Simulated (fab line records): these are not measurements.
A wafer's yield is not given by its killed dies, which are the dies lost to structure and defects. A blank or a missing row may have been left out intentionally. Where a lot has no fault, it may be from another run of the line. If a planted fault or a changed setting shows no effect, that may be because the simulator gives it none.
The tool behind it: which one? / flow n5_finfet / 72 wafers from 24 lots sampled at 4 of the route's 1938 steps

WHAT THE GAUGES READ, wafer by wafer
N5_HKMG_FIN_INSPECT_28: inspects for defects (darkfield).
lot=L074; measured=day 4 05:42; on=defect_inspect-01; raw_defect_count=31 14 35
lot=L075; measured=day 4 11:34; on=defect_inspect-01; raw_defect_count=40 33 53
lot=L076; measured=day 4 18:38; on=defect_inspect-01; raw_defect_count=17 28 23
lot=L077; measured=day 4 23:44; on=defect_inspect-02; raw_defect_count=54 40 32
lot=L078; measured=day 5 08:26; on=defect_inspect-02; raw_defect_count=32 37 11
lot=L079; measured=day 5 15:47; on=defect_inspect-01; raw_defect_count=44 53 38
lot=L080; measured=day 5 20:28; on=defect_inspect-01; raw_defect_count=57 51 34
lot=L081; measured=day 6 01:37; on=defect_inspect-02; raw_defect_count=44 42 21
lot=L082; measured=day 6 04:58; on=defect_inspect-02; raw_defect_count=35 87 54
lot=L083; measured=day 6 10:52; on=defect_inspect-01; raw_defect_count=41 42 51
lot=L084; measured=day 6 21:07; on=defect_inspect-01; raw_defect_count=43 34 20
lot=L085; measured=day 7 03:55; on=defect_inspect-01; raw_defect_count=51 35 53
lot=L086; measured=day 7 07:56; on=defect_inspect-02; raw_defect_count=57 49 39
lot=L087; measured=day 7 11:06; on=defect_inspect-01; raw_defect_count=71 43 56
lot=L088; measured=day 7 17:52; on=defect_inspect-01; raw_defect_count=40 36 45
lot=L089; measured=day 8 00:07; on=defect_inspect-01; raw_defect_count=19 80 49
lot=L090; measured=day 8 08:47; on=defect_inspect-01; raw_defect_count=59 58 47
lot=L091; measured=day 8 13:14; on=defect_inspect-01; raw_defect_count=29 51 45
lot=L092; measured=day 8 20:35; on=defect_inspect-01; raw_defect_count=36 22 21
lot=L093; measured=day 9 00:57; on=defect_inspect-01; raw_defect_count=38 31 27
lot=L094; measured=day 9 12:58; on=defect_inspect-01; raw_defect_count=70 92 51
lot=L095; measured=day 9 15:47; on=defect_inspect-01; raw_defect_count=45 39 32
lot=L096; measured=day 9 19:11; on=defect_inspect-01; raw_defect_count=24 36 24
lot=L097; measured=day 10 03:04; on=defect_inspect-02; raw_defect_count=33 27 35

N5_GATE_CUT_INSPECT_15: inspects for defects (brightfield).
lot=L074; measured=day 4 09:36; on=defect_inspect-01; raw_defect_count=184 122 147
lot=L075; measured=day 4 15:23; on=defect_inspect-01; raw_defect_count=160 159 165
lot=L076; measured=day 4 22:19; on=defect_inspect-02; raw_defect_count=130 93 111
lot=L077; measured=day 5 03:46; on=defect_inspect-02; raw_defect_count=77 59 83
lot=L078; measured=day 5 12:08; on=defect_inspect-02; raw_defect_count=210 171 99
lot=L079; measured=day 5 19:28; on=defect_inspect-01; raw_defect_count=98 178 158
lot=L080; measured=day 6 00:26; on=defect_inspect-02; raw_defect_count=86 140 101
lot=L081; measured=day 6 05:25; on=defect_inspect-01; raw_defect_count=170 137 174
lot=L082; measured=day 6 08:44; on=defect_inspect-02; raw_defect_count=131 149 127
lot=L083; measured=day 6 15:13; on=defect_inspect-02; raw_defect_count=114 110 176
lot=L084; measured=day 7 00:56; on=defect_inspect-02; raw_defect_count=88 134 99
lot=L085; measured=day 7 07:44; on=defect_inspect-02; raw_defect_count=40 95 91
lot=L086; measured=day 7 11:36; on=defect_inspect-01; raw_defect_count=114 260 181
lot=L087; measured=day 7 14:50; on=defect_inspect-02; raw_defect_count=208 188 214
lot=L088; measured=day 7 21:40; on=defect_inspect-01; raw_defect_count=122 117 115
lot=L089; measured=day 8 03:59; on=defect_inspect-02; raw_defect_count=184 180 270
lot=L090; measured=day 8 12:43; on=defect_inspect-01; raw_defect_count=118 113 109
lot=L091; measured=day 8 17:38; on=defect_inspect-02; raw_defect_count=182 145 143
lot=L092; measured=day 9 00:39; on=defect_inspect-01; raw_defect_count=87 152 109
lot=L093; measured=day 9 04:49; on=defect_inspect-02; raw_defect_count=178 227 183
lot=L094; measured=day 9 16:41; on=defect_inspect-01; raw_defect_count=92 84 71
lot=L095; measured=day 9 19:38; on=defect_inspect-01; raw_defect_count=158 244 184
lot=L096; measured=day 9 22:52; on=defect_inspect-01; raw_defect_count=136 113 134
lot=L097; measured=day 10 06:47; on=defect_inspect-02; raw_defect_count=109 120 94

WHICH TOOL RAN EACH LOT (tool, then ch and the chambers of the sampled wafers, then the start)
lot=L074; N5_HKMG_FIN_ETCH_32=rie_diel-01 ch 0,2,3, day 4 01:22; N5_GATE_CUT_STRIP_59=rie_diel-05 ch 2,3, day 4 06:08
lot=L075; N5_HKMG_FIN_ETCH_32=rie_diel-03 ch 0,1, day 4 07:17; N5_GATE_CUT_STRIP_59=rie_diel-05 ch 1,2,3, day 4 12:00
lot=L076; N5_HKMG_FIN_ETCH_32=rie_diel-03 ch 0,2, day 4 14:20; N5_GATE_CUT_STRIP_59=rie_diel-06 ch 0,1, day 4 19:04
lot=L077; N5_HKMG_FIN_ETCH_32=rie_diel-03 ch 0,1,2, day 4 19:26; N5_GATE_CUT_STRIP_59=rie_diel-06 ch 0,1, day 5 00:10
lot=L078; N5_HKMG_FIN_ETCH_32=rie_diel-03 ch 0,1, day 5 04:08; N5_GATE_CUT_STRIP_59=rie_diel-05 ch 1,2, day 5 08:52
lot=L079; N5_HKMG_FIN_ETCH_32=rie_diel-04 ch 0,1,2, day 5 11:24; N5_GATE_CUT_STRIP_59=rie_diel-06 ch 0,1,2, day 5 16:13
lot=L080; N5_HKMG_FIN_ETCH_32=rie_diel-01 ch 1,3, day 5 16:09; N5_GATE_CUT_STRIP_59=rie_diel-06 ch 1,3, day 5 21:10
lot=L081; N5_HKMG_FIN_ETCH_32=rie_diel-03 ch 0,1,3, day 5 21:19; N5_GATE_CUT_STRIP_59=rie_diel-02 ch 0,1, day 6 02:02
lot=L082; N5_HKMG_FIN_ETCH_32=rie_diel-01 ch 0,1,2, day 6 00:40; N5_GATE_CUT_STRIP_59=rie_diel-06 ch 0,1,2, day 6 05:23
lot=L083; N5_HKMG_FIN_ETCH_32=rie_diel-01 ch 1,3, day 6 06:28; N5_GATE_CUT_STRIP_59=rie_diel-02 ch 1,2,3, day 6 11:34
lot=L084; N5_HKMG_FIN_ETCH_32=rie_diel-03 ch 0,3, day 6 16:43; N5_GATE_CUT_STRIP_59=rie_diel-05 ch 0,2, day 6 21:34
lot=L085; N5_HKMG_FIN_ETCH_32=rie_diel-04 ch 1,2, day 6 23:30; N5_GATE_CUT_STRIP_59=rie_diel-06 ch 1,2,3, day 7 04:21
lot=L086; N5_HKMG_FIN_ETCH_32=rie_diel-04 ch 0,3, day 7 03:25; N5_GATE_CUT_STRIP_59=rie_diel-02 ch 0,2,3, day 7 08:21
lot=L087; N5_HKMG_FIN_ETCH_32=rie_diel-01 ch 1,2,3, day 7 06:49; N5_GATE_CUT_STRIP_59=rie_diel-06 ch 2,3, day 7 11:31
lot=L088; N5_HKMG_FIN_ETCH_32=rie_diel-01 ch 1,2, day 7 13:11; N5_GATE_CUT_STRIP_59=rie_diel-06 ch 0,2, day 7 18:18
lot=L089; N5_HKMG_FIN_ETCH_32=rie_diel-01 ch 0,2,3, day 7 19:46; N5_GATE_CUT_STRIP_59=rie_diel-06 ch 0,1, day 8 00:37
lot=L090; N5_HKMG_FIN_ETCH_32=rie_diel-04 ch 0,2,3, day 8 04:22; N5_GATE_CUT_STRIP_59=rie_diel-06 ch 0,1, day 8 09:20
lot=L091; N5_HKMG_FIN_ETCH_32=rie_diel-04 ch 1,3, day 8 08:50; N5_GATE_CUT_STRIP_59=rie_diel-05 ch 1,2, day 8 14:06
lot=L092; N5_HKMG_FIN_ETCH_32=rie_diel-03 ch 0,1,3, day 8 16:11; N5_GATE_CUT_STRIP_59=rie_diel-06 ch 0,2,3, day 8 21:16
lot=L093; N5_HKMG_FIN_ETCH_32=rie_diel-03 ch 0,2,3, day 8 20:32; N5_GATE_CUT_STRIP_59=rie_diel-05 ch 0,1,2, day 9 01:34
lot=L094; N5_HKMG_FIN_ETCH_32=rie_diel-04 ch 0,1,3, day 9 08:05; N5_GATE_CUT_STRIP_59=rie_diel-06 ch 0,1,2, day 9 13:25
lot=L095; N5_HKMG_FIN_ETCH_32=rie_diel-03 ch 0,2, day 9 11:14; N5_GATE_CUT_STRIP_59=rie_diel-05 ch 0,2, day 9 16:13
lot=L096; N5_HKMG_FIN_ETCH_32=rie_diel-01 ch 0,2, day 9 14:53; N5_GATE_CUT_STRIP_59=rie_diel-02 ch 0,1,3, day 9 19:37
lot=L097; N5_HKMG_FIN_ETCH_32=rie_diel-01 ch 0,1,3, day 9 22:27; N5_GATE_CUT_STRIP_59=rie_diel-05 ch 0,1,2, day 10 03:33
- N5_HKMG_FIN_ETCH_32: etches SOC in N2/H2, target depth 240 nm, time 300 s.
- N5_GATE_CUT_STRIP_59: strips in N2/H2, time 20 s.

AS READ BY THE TOOLS THEMSELVES (means over the sampled wafers that have a number; for cases with no such wafer, the mark the record gives instead)
N5_HKMG_FIN_ETCH_32.
lot=L074; tool=rie_diel-01; drypump_motor_current_A (A)=5.77; oes_product_au (a.u.)=0.77; rf_vpp_V (V)=523.4; showerhead_plenum_p_Torr (Torr)=2.52; temp_c (C)=40.04; throttle_valve_pct (%)=17.94
lot=L075; tool=rie_diel-03; drypump_motor_current_A (A)=5.71; oes_product_au (a.u.)=0.81; rf_vpp_V (V)=522.3; showerhead_plenum_p_Torr (Torr)=2.48; temp_c (C)=39.97; throttle_valve_pct (%)=17.81
lot=L076; tool=rie_diel-03; drypump_motor_current_A (A)=5.84; oes_product_au (a.u.)=0.75; rf_vpp_V (V)=526.0; showerhead_plenum_p_Torr (Torr)=2.60; temp_c (C)=40.04; throttle_valve_pct (%)=17.77
lot=L077; tool=rie_diel-03; drypump_motor_current_A (A)=5.75; oes_product_au (a.u.)=0.77; rf_vpp_V (V)=524.1; showerhead_plenum_p_Torr (Torr)=2.54; temp_c (C)=39.93; throttle_valve_pct (%)=17.80
lot=L078; tool=rie_diel-03; drypump_motor_current_A (A)=5.69; oes_product_au (a.u.)=0.79; rf_vpp_V (V)=521.4; showerhead_plenum_p_Torr (Torr)=2.47; temp_c (C)=39.96; throttle_valve_pct (%)=17.83
lot=L079; tool=rie_diel-04; drypump_motor_current_A (A)=5.75; oes_product_au (a.u.)=0.70; rf_vpp_V (V)=524.3; showerhead_plenum_p_Torr (Torr)=2.55; temp_c (C)=40.05; throttle_valve_pct (%)=18.11
lot=L080; tool=rie_diel-01; drypump_motor_current_A (A)=5.77; oes_product_au (a.u.)=0.75; rf_vpp_V (V)=524.6; showerhead_plenum_p_Torr (Torr)=2.58; temp_c (C)=39.99; throttle_valve_pct (%)=17.86
lot=L081; tool=rie_diel-03; drypump_motor_current_A (A)=5.66; oes_product_au (a.u.)=0.78; rf_vpp_V (V)=522.4; showerhead_plenum_p_Torr (Torr)=2.46; temp_c (C)=40.10; throttle_valve_pct (%)=17.72
lot=L082; tool=rie_diel-01; drypump_motor_current_A (A)=5.65; oes_product_au (a.u.)=0.83; rf_vpp_V (V)=524.9; showerhead_plenum_p_Torr (Torr)=2.58; temp_c (C)=40.11; throttle_valve_pct (%)=17.97
lot=L083; tool=rie_diel-01; drypump_motor_current_A (A)=5.76; oes_product_au (a.u.)=0.75; rf_vpp_V (V)=524.6; showerhead_plenum_p_Torr (Torr)=2.57; temp_c (C)=39.98; throttle_valve_pct (%)=17.86
lot=L084; tool=rie_diel-03; drypump_motor_current_A (A)=5.57; oes_product_au (a.u.)=0.75; rf_vpp_V (V)=523.0; showerhead_plenum_p_Torr (Torr)=2.48; temp_c (C)=40.05; throttle_valve_pct (%)=17.67
lot=L085; tool=rie_diel-04; drypump_motor_current_A (A)=5.58; oes_product_au (a.u.)=0.70; rf_vpp_V (V)=524.0; showerhead_plenum_p_Torr (Torr)=2.60; temp_c (C)=39.95; throttle_valve_pct (%)=18.09
lot=L086; tool=rie_diel-04; drypump_motor_current_A (A)=5.45; oes_product_au (a.u.)=0.84; rf_vpp_V (V)=525.0; showerhead_plenum_p_Torr (Torr)=2.60; temp_c (C)=39.95; throttle_valve_pct (%)=18.05
lot=L087; tool=rie_diel-01; drypump_motor_current_A (A)=5.69; oes_product_au (a.u.)=0.76; rf_vpp_V (V)=525.3; showerhead_plenum_p_Torr (Torr)=2.58; temp_c (C)=39.94; throttle_valve_pct (%)=18.02
lot=L088; tool=rie_diel-01; drypump_motor_current_A (A)=5.57; oes_product_au (a.u.)=0.83; rf_vpp_V (V)=525.6; showerhead_plenum_p_Torr (Torr)=2.64; temp_c (C)=40.08; throttle_valve_pct (%)=18.02
lot=L089; tool=rie_diel-01; drypump_motor_current_A (A)=5.75; oes_product_au (a.u.)=0.75; rf_vpp_V (V)=522.6; showerhead_plenum_p_Torr (Torr)=2.51; temp_c (C)=40.09; throttle_valve_pct (%)=17.99
lot=L090; tool=rie_diel-04; drypump_motor_current_A (A)=5.51; oes_product_au (a.u.)=0.79; rf_vpp_V (V)=525.5; showerhead_plenum_p_Torr (Torr)=2.59; temp_c (C)=39.94; throttle_valve_pct (%)=18.00
lot=L091; tool=rie_diel-04; drypump_motor_current_A (A)=5.47; oes_product_au (a.u.)=0.83; rf_vpp_V (V)=525.0; showerhead_plenum_p_Torr (Torr)=2.60; temp_c (C)=39.94; throttle_valve_pct (%)=18.05
lot=L092; tool=rie_diel-03; drypump_motor_current_A (A)=5.66; oes_product_au (a.u.)=0.76; rf_vpp_V (V)=521.4; showerhead_plenum_p_Torr (Torr)=2.45; temp_c (C)=40.02; throttle_valve_pct (%)=17.76
lot=L093; tool=rie_diel-03; drypump_motor_current_A (A)=5.72; oes_product_au (a.u.)=0.74; rf_vpp_V (V)=523.6; showerhead_plenum_p_Torr (Torr)=2.52; temp_c (C)=39.89; throttle_valve_pct (%)=17.74
lot=L094; tool=rie_diel-04; drypump_motor_current_A (A)=5.67; oes_product_au (a.u.)=0.87; rf_vpp_V (V)=523.3; showerhead_plenum_p_Torr (Torr)=2.54; temp_c (C)=39.95; throttle_valve_pct (%)=17.88
lot=L095; tool=rie_diel-03; drypump_motor_current_A (A)=5.80; oes_product_au (a.u.)=0.72; rf_vpp_V (V)=525.5; showerhead_plenum_p_Torr (Torr)=2.58; temp_c (C)=40.02; throttle_valve_pct (%)=17.83
lot=L096; tool=rie_diel-01; drypump_motor_current_A (A)=5.71; oes_product_au (a.u.)=0.79; rf_vpp_V (V)=522.2; showerhead_plenum_p_Torr (Torr)=2.49; temp_c (C)=40.09; throttle_valve_pct (%)=17.98
lot=L097; tool=rie_diel-01; drypump_motor_current_A (A)=5.72; oes_product_au (a.u.)=0.89; rf_vpp_V (V)=524.5; showerhead_plenum_p_Torr (Torr)=2.54; temp_c (C)=39.93; throttle_valve_pct (%)=17.73

N5_GATE_CUT_STRIP_59.
lot=L074; tool=rie_diel-05; drypump_motor_current_A (A)=5.9; oes_product_au (a.u.)=0.76; rf_vpp_V (V)=44.9; showerhead_plenum_p_Torr (Torr)=3.36; temp_c (C)=40.02; throttle_valve_pct (%)=12.19
lot=L075; tool=rie_diel-05; drypump_motor_current_A (A)=5.8; oes_product_au (a.u.)=0.76; rf_vpp_V (V)=45.6; showerhead_plenum_p_Torr (Torr)=3.45; temp_c (C)=39.89; throttle_valve_pct (%)=12.29
lot=L076; tool=rie_diel-06; drypump_motor_current_A (A)=5.7; oes_product_au (a.u.)=0.83; rf_vpp_V (V)=45.7; showerhead_plenum_p_Torr (Torr)=3.50; temp_c (C)=39.84; throttle_valve_pct (%)=11.93
lot=L077; tool=rie_diel-06; drypump_motor_current_A (A)=5.7; oes_product_au (a.u.)=0.84; rf_vpp_V (V)=46.2; showerhead_plenum_p_Torr (Torr)=3.50; temp_c (C)=40.04; throttle_valve_pct (%)=11.93
lot=L078; tool=rie_diel-05; drypump_motor_current_A (A)=5.8; oes_product_au (a.u.)=0.76; rf_vpp_V (V)=45.8; showerhead_plenum_p_Torr (Torr)=3.53; temp_c (C)=39.85; throttle_valve_pct (%)=12.39
lot=L079; tool=rie_diel-06; drypump_motor_current_A (A)=5.6; oes_product_au (a.u.)=0.80; rf_vpp_V (V)=45.3; showerhead_plenum_p_Torr (Torr)=3.43; temp_c (C)=39.94; throttle_valve_pct (%)=12.09
lot=L080; tool=rie_diel-06; drypump_motor_current_A (A)=5.9; oes_product_au (a.u.)=0.73; rf_vpp_V (V)=46.0; showerhead_plenum_p_Torr (Torr)=3.48; temp_c (C)=40.01; throttle_valve_pct (%)=12.26
lot=L081; tool=rie_diel-02; drypump_motor_current_A (A)=5.3; oes_product_au (a.u.)=0.76; rf_vpp_V (V)=45.4; showerhead_plenum_p_Torr (Torr)=3.31; temp_c (C)=40.01; throttle_valve_pct (%)=12.45
lot=L082; tool=rie_diel-06; drypump_motor_current_A (A)=5.6; oes_product_au (a.u.)=0.80; rf_vpp_V (V)=46.2; showerhead_plenum_p_Torr (Torr)=3.43; temp_c (C)=39.86; throttle_valve_pct (%)=12.10
lot=L083; tool=rie_diel-02; drypump_motor_current_A (A)=5.7; oes_product_au (a.u.)=0.81; rf_vpp_V (V)=46.2; showerhead_plenum_p_Torr (Torr)=3.45; temp_c (C)=40.04; throttle_valve_pct (%)=12.30
lot=L084; tool=rie_diel-05; drypump_motor_current_A (A)=5.4; oes_product_au (a.u.)=0.76; rf_vpp_V (V)=45.6; showerhead_plenum_p_Torr (Torr)=3.34; temp_c (C)=40.07; throttle_valve_pct (%)=12.26
lot=L085; tool=rie_diel-06; drypump_motor_current_A (A)=5.7; oes_product_au (a.u.)=0.74; rf_vpp_V (V)=45.5; showerhead_plenum_p_Torr (Torr)=3.44; temp_c (C)=39.94; throttle_valve_pct (%)=12.15
lot=L086; tool=rie_diel-02; drypump_motor_current_A (A)=5.2; oes_product_au (a.u.)=0.77; rf_vpp_V (V)=45.4; showerhead_plenum_p_Torr (Torr)=3.33; temp_c (C)=40.05; throttle_valve_pct (%)=12.57
lot=L087; tool=rie_diel-06; drypump_motor_current_A (A)=5.9; oes_product_au (a.u.)=0.69; rf_vpp_V (V)=45.7; showerhead_plenum_p_Torr (Torr)=3.41; temp_c (C)=40.12; throttle_valve_pct (%)=12.41
lot=L088; tool=rie_diel-06; drypump_motor_current_A (A)=5.7; oes_product_au (a.u.)=0.77; rf_vpp_V (V)=45.2; showerhead_plenum_p_Torr (Torr)=3.39; temp_c (C)=40.02; throttle_valve_pct (%)=12.36
lot=L089; tool=rie_diel-06; drypump_motor_current_A (A)=5.7; oes_product_au (a.u.)=0.81; rf_vpp_V (V)=45.0; showerhead_plenum_p_Torr (Torr)=3.49; temp_c (C)=40.02; throttle_valve_pct (%)=11.99
lot=L090; tool=rie_diel-06; drypump_motor_current_A (A)=5.6; oes_product_au (a.u.)=0.80; rf_vpp_V (V)=45.5; showerhead_plenum_p_Torr (Torr)=3.49; temp_c (C)=40.10; throttle_valve_pct (%)=12.00
lot=L091; tool=rie_diel-05; drypump_motor_current_A (A)=6.0; oes_product_au (a.u.)=0.76; rf_vpp_V (V)=45.8; showerhead_plenum_p_Torr (Torr)=3.54; temp_c (C)=39.96; throttle_valve_pct (%)=12.39
lot=L092; tool=rie_diel-06; drypump_motor_current_A (A)=5.8; oes_product_au (a.u.)=0.82; rf_vpp_V (V)=46.1; showerhead_plenum_p_Torr (Torr)=3.39; temp_c (C)=40.14; throttle_valve_pct (%)=12.20
lot=L093; tool=rie_diel-05; drypump_motor_current_A (A)=5.6; oes_product_au (a.u.)=0.74; rf_vpp_V (V)=46.2; showerhead_plenum_p_Torr (Torr)=3.43; temp_c (C)=39.89; throttle_valve_pct (%)=12.39
lot=L094; tool=rie_diel-06; drypump_motor_current_A (A)=5.7; oes_product_au (a.u.)=0.77; rf_vpp_V (V)=45.2; showerhead_plenum_p_Torr (Torr)=3.41; temp_c (C)=40.09; throttle_valve_pct (%)=12.18
lot=L095; tool=rie_diel-05; drypump_motor_current_A (A)=5.4; oes_product_au (a.u.)=0.73; rf_vpp_V (V)=44.9; showerhead_plenum_p_Torr (Torr)=3.33; temp_c (C)=40.02; throttle_valve_pct (%)=12.33
lot=L096; tool=rie_diel-02; drypump_motor_current_A (A)=5.6; oes_product_au (a.u.)=0.78; rf_vpp_V (V)=44.6; showerhead_plenum_p_Torr (Torr)=3.34; temp_c (C)=40.11; throttle_valve_pct (%)=12.48
lot=L097; tool=rie_diel-05; drypump_motor_current_A (A)=5.6; oes_product_au (a.u.)=0.74; rf_vpp_V (V)=46.1; showerhead_plenum_p_Torr (Torr)=3.42; temp_c (C)=40.01; throttle_valve_pct (%)=12.42

THE ANSWER, worked out from the rows above alone
Rule: what is usual is taken from the lots themselves. Put in order of their means at a reading, lots are off if they are a third of the lots or fewer, leave a main group of 4 or more, and stand apart from it by a gap of 3 or more times the standard deviation of the main group's means; of several such gaps the widest counts. A main group whose means are all the same, to the digits that the tables above print for the reading, isn't used. A lot without any number at a reading at which 4 lots or more have one is off too. All remaining lots with rows at the step are treated as sound. The gauges are gone through in route order, then the tools' own readings, and for those a lot's mean is taken as printed above. The first step at which some lot is off is used, and at that step the reading that is off furthest; a lot without a number counts as furthest.
None of the lots is off at any reading shown; this tells nothing.

WHAT HAD BEEN PUT IN BY THE SIMULATOR
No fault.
